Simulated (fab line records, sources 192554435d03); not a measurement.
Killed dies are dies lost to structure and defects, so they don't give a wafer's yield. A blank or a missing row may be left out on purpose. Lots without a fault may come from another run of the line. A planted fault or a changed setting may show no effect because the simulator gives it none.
Chamber matching | flow n5_finfet | N5_BEOL_M3_ETCH_70 on rie_diel-04: 4 sister chambers
The step etches SOC in N2/H2, target depth 80 nm, overetch 16 nm, time 120 s. 18 wafers are shown with their chamber, then 9 later ones without.

WAFERS WITH THEIR CHAMBER
wafer  | chamber | throttle_valve_pct (%) | showerhead_plenum_p_Torr (Torr) | oes_product_au (a.u.)
L074.1 | 1       | 18.03                  | 2.52                            | 0.55
L074.2 | 0       | 17.90                  | 2.51                            | 0.73
L074.3 | 2       | 17.83                  | 2.60                            | 0.70
L075.1 | 2       | 17.85                  | 2.60                            | 0.69
L075.3 | 1       | 18.06                  | 2.52                            | 0.56
L075.4 | 1       | 18.05                  | 2.52                            | 0.56
L078.1 | 0       | 17.90                  | 2.50                            | 0.72
L078.3 | 2       | 17.83                  | 2.60                            | 0.68
L078.4 | 2       | 17.86                  | 2.60                            | 0.68
L083.2 | 1       | 18.06                  | 2.51                            | 0.54
L083.4 | 3       | 17.23                  | 2.48                            | 0.73
L083.6 | 3       | 17.25                  | 2.48                            | 0.73
L087.2 | 3       | 17.25                  | 2.47                            | 0.72
L087.5 | 2       | 17.89                  | 2.59                            | 0.66
L087.6 | 1       | 18.08                  | 2.51                            | 0.55
L090.1 | 0       | 17.95                  | 2.49                            | 0.67
L090.5 | 3       | 17.26                  | 2.47                            | 0.70
L090.6 | 0       | 17.94                  | 2.49                            | 0.68

SIGNATURES (means of the wafers above)
reading                  | chamber 0 | chamber 1 | chamber 2 | chamber 3 | scatter within a chamber
throttle_valve_pct       | 17.9225   | 18.0560   | 17.8520   | 17.2475   | 0.0213
showerhead_plenum_p_Torr | 2.4975    | 2.5160    | 2.5980    | 2.4750    | 0.00641
oes_product_au           | 0.7000    | 0.5520    | 0.6820    | 0.7200    | 0.0176
Rule: a wafer's distance from a chamber is the root of the sum, over the readings, of the square of ((its reading less the chamber's mean) divided by the reading's scatter). The wafer belongs to the nearest chamber; if the next one is less than 2 further off, it can't be placed. The scatter: the root of (the sum of the squares of (reading less its chamber's mean) over the shown wafers, divided by (wafers less chambers)).

WAFERS WITHOUT THEIR CHAMBER
wafer  | throttle_valve_pct (%) | showerhead_plenum_p_Torr (Torr) | oes_product_au (a.u.)
L092.1 | 18.10                  | 2.51                            | 0.54
L092.3 | 17.26                  | 2.47                            | 0.70
L092.4 | 17.97                  | 2.49                            | 0.67
L095.3 | 17.90                  | 2.58                            | 0.65
L095.4 | 18.10                  | 2.50                            | 0.54
L095.6 | 18.10                  | 2.50                            | 0.54
L096.1 | 18.11                  | 2.50                            | 0.53
L096.5 | 17.30                  | 2.47                            | 0.68
L096.6 | 17.91                  | 2.58                            | 0.65

WHICH CHAMBER EACH WENT THROUGH
wafer  | from the rows above | in truth
L092.1 | 1                   | 1
L092.3 | 3                   | 3
L092.4 | 0                   | 0
L095.3 | 2                   | 2
L095.4 | 1                   | 1
L095.6 | 1                   | 1
L096.1 | 1                   | 1
L096.5 | 3                   | 3
L096.6 | 2                   | 2
Placed correctly: 9 of 9. Can't be placed from these rows: 0. Placed wrongly: 0.
